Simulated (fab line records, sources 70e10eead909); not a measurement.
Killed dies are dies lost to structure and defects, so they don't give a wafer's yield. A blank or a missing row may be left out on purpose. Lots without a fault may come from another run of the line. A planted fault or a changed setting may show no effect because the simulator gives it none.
Chamber matching | flow nand_harc | NHARC_A_CHANNEL_FILL_D2_ALD_25 on ald_hk-02: 4 sister chambers
The step deposits SiOx, target thk 60 nm, pulse time 10 s, ald cycles 600. 4 wafers are shown with their chamber, then 8 later ones without.

WAFERS WITH THEIR CHAMBER
wafer  | chamber | heater_power_w (W)
L077.2 | 1       | 531
L087.4 | 2       | 547
L087.6 | 3       | 430
L088.1 | 0       | 452

WAFERS WITHOUT THEIR CHAMBER
wafer  | heater_power_w (W)
L088.2 | 443
L088.5 | 442
L091.1 | 524
L091.3 | 554
L091.2 | 449
L096.2 | 519
L096.3 | 432
L096.4 | 531

WHICH CHAMBER EACH WENT THROUGH
wafer  | from the rows above     | in truth
L088.2 | can't be placed: 0 or 3 | 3
L088.5 | can't be placed: 0 or 3 | 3
L091.1 | 1                       | 1
L091.3 | 2                       | 2
L091.2 | 0                       | 0
L096.2 | 1                       | 1
L096.3 | 3                       | 3
L096.4 | 1                       | 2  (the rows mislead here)
Placed correctly: 5 of 8. Can't be placed from these rows: 2 (the true chamber is among the candidates in 2). Placed wrongly: 1.
How it was worked out, from the rows above alone: a wafer's distance from a chamber is the root of the sum, over the readings, of the square of ((its reading less the chamber's mean) divided by the reading's scatter). The wafer belongs to the nearest chamber; if the next one is less than 2 further off, it can't be placed. A chamber's mean is the mean of its shown wafers. The scatter: with one shown wafer a chamber, the root of the mean of the squares of how far each hidden wafer lies from its nearest shown one.
